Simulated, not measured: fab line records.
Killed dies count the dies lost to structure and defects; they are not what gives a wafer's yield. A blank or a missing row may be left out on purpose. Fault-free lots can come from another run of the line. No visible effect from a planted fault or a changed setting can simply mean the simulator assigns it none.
Matching of chambers :: flow nand harc :: cmp-03 running NHARC_P_CONTACT_CMP_24: 4 sister chambers
The step polishes, t overpolish 30 s, target thk 200 nm. 24 wafers are shown with their chamber, then 12 later ones without.

== WAFERS WITH THEIR CHAMBER ==
wafer: L074.3
chamber: 0
motor current A (A): 11.4
time to endpoint s (s): 41.3
overpolish run s (s): 30.002

wafer: L074.4
chamber: 2
motor current A (A): 12.0
time to endpoint s (s): 42.0
overpolish run s (s): 30.005

wafer: L074.6
chamber: 3
motor current A (A): 15.0
time to endpoint s (s): 41.5
overpolish run s (s): 30.002

wafer: L076.1
chamber: 2
motor current A (A): 12.4
time to endpoint s (s): 40.3
overpolish run s (s): 30.001

wafer: L076.4
chamber: 1
motor current A (A): 13.8
time to endpoint s (s): 38.7
overpolish run s (s): 30.020

wafer: L076.6
chamber: 0
motor current A (A): 12.0
time to endpoint s (s): 44.7
overpolish run s (s): 29.997

wafer: L077.1
chamber: 2
motor current A (A): 11.5
time to endpoint s (s): 42.0
overpolish run s (s): 29.997

wafer: L077.3
chamber: 1
motor current A (A): 13.8
time to endpoint s (s): 39.9
overpolish run s (s): 29.980

wafer: L077.5
chamber: 0
motor current A (A): 11.7
time to endpoint s (s): 43.0
overpolish run s (s): 30.020

wafer: L079.1
chamber: 1
motor current A (A): 13.6
time to endpoint s (s): 38.1
overpolish run s (s): 29.997

wafer: L079.4
chamber: 3
motor current A (A): 14.8
time to endpoint s (s): 40.1
overpolish run s (s): 29.993

wafer: L079.5
chamber: 3
motor current A (A): 13.7
time to endpoint s (s): 42.7
overpolish run s (s): 29.988

wafer: L082.1
chamber: 3
motor current A (A): 14.8
time to endpoint s (s): 37.4
overpolish run s (s): 29.996

wafer: L082.2
chamber: 2
motor current A (A): 11.6
time to endpoint s (s): 36.6
overpolish run s (s): 30.004

wafer: L082.6
chamber: 1
motor current A (A): 13.6
time to endpoint s (s): 37.8
overpolish run s (s): 29.995

wafer: L083.1
chamber: 1
motor current A (A): 14.2
time to endpoint s (s): 35.3
overpolish run s (s): 29.992

wafer: L083.2
chamber: 2
motor current A (A): 11.9
time to endpoint s (s): 37.3
overpolish run s (s): 29.998

wafer: L083.6
chamber: 0
motor current A (A): 12.2
time to endpoint s (s): 36.4
overpolish run s (s): 30.009

wafer: L084.1
chamber: 0
motor current A (A): 11.9
time to endpoint s (s): 41.8
overpolish run s (s): 30.004

wafer: L084.3
chamber: 3
motor current A (A): 13.9
time to endpoint s (s): 38.9
overpolish run s (s): 30.006

wafer: L084.6
chamber: 0
motor current A (A): 11.7
time to endpoint s (s): 40.4
overpolish run s (s): 29.990

wafer: L086.2
chamber: 1
motor current A (A): 14.5
time to endpoint s (s): 35.4
overpolish run s (s): 29.999

wafer: L086.4
chamber: 3
motor current A (A): 13.9
time to endpoint s (s): 38.1
overpolish run s (s): 30.018

wafer: L086.6
chamber: 3
motor current A (A): 14.2
time to endpoint s (s): 37.8
overpolish run s (s): 29.993

SIGNATURES, as means of the wafers listed above
reading: motor current A
chamber 0: 11.817
chamber 1: 13.917
chamber 2: 11.880
chamber 3: 14.329
scatter within a chamber: 0.401

reading: time to endpoint s
chamber 0: 41.267
chamber 1: 37.533
chamber 2: 39.640
chamber 3: 39.500
scatter within a chamber: 2.31

reading: overpolish run s
chamber 0: 30.00367
chamber 1: 29.99717
chamber 2: 30.00100
chamber 3: 29.99943
scatter within a chamber: 0.0101
Rule: a wafer lies at a distance from a chamber equal to the root of the sum of squares, over the readings, of (its reading less the chamber's mean, divided by the reading's scatter). If the next closest chamber is less than 2 further off than the closest, the wafer can't be placed; otherwise it belongs to the closest. The scatter is the square root of a quotient: the sum, over the shown wafers, of each reading's squared deviation from its chamber's mean, divided by wafers minus chambers.

== WAFERS WITH NO CHAMBER GIVEN ==
wafer: L091.2
motor current A (A): 11.8
time to endpoint s (s): 42.1
overpolish run s (s): 29.994

wafer: L091.4
motor current A (A): 14.0
time to endpoint s (s): 40.1
overpolish run s (s): 30.005

wafer: L091.5
motor current A (A): 12.8
time to endpoint s (s): 39.8
overpolish run s (s): 30.010

wafer: L092.1
motor current A (A): 13.2
time to endpoint s (s): 41.7
overpolish run s (s): 29.993

wafer: L092.3
motor current A (A): 11.9
time to endpoint s (s): 46.3
overpolish run s (s): 30.005

wafer: L092.6
motor current A (A): 11.6
time to endpoint s (s): 42.5
overpolish run s (s): 29.994

wafer: L093.1
motor current A (A): 14.7
time to endpoint s (s): 39.4
overpolish run s (s): 29.987

wafer: L093.4
motor current A (A): 11.4
time to endpoint s (s): 43.4
overpolish run s (s): 30.005

wafer: L093.6
motor current A (A): 12.6
time to endpoint s (s): 40.0
overpolish run s (s): 29.988

wafer: L094.1
motor current A (A): 12.0
time to endpoint s (s): 44.4
overpolish run s (s): 29.983

wafer: L094.2
motor current A (A): 13.7
time to endpoint s (s): 38.4
overpolish run s (s): 30.016

wafer: L094.4
motor current A (A): 14.1
time to endpoint s (s): 40.5
overpolish run s (s): 30.012

== EACH ONE'S CHAMBER ==
wafer: L091.2
from the rows above: can't be placed: 0 or 2
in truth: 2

wafer: L091.4
from the rows above: can't be placed: 3 or 1
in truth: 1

wafer: L091.5
from the rows above: can't be placed: 2 or 0 or 1 or 3
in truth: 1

wafer: L092.1
from the rows above: can't be placed: 1 or 3 or 2 or 0
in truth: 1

wafer: L092.3
from the rows above: can't be placed: 0 or 2
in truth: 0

wafer: L092.6
from the rows above: can't be placed: 0 or 2
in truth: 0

wafer: L093.1
from the rows above: can't be placed: 3 or 1
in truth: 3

wafer: L093.4
from the rows above: can't be placed: 0 or 2
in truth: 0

wafer: L093.6
from the rows above: can't be placed: 2 or 0 or 1
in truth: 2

wafer: L094.1
from the rows above: can't be placed: 0 or 2
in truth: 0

wafer: L094.2
from the rows above: can't be placed: 1 or 3
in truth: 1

wafer: L094.4
from the rows above: can't be placed: 3 or 1
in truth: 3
0 of 12 placed correctly. Unplaceable from these rows: 12, with the true chamber sitting among the candidates in 12. Number placed wrongly: 0.
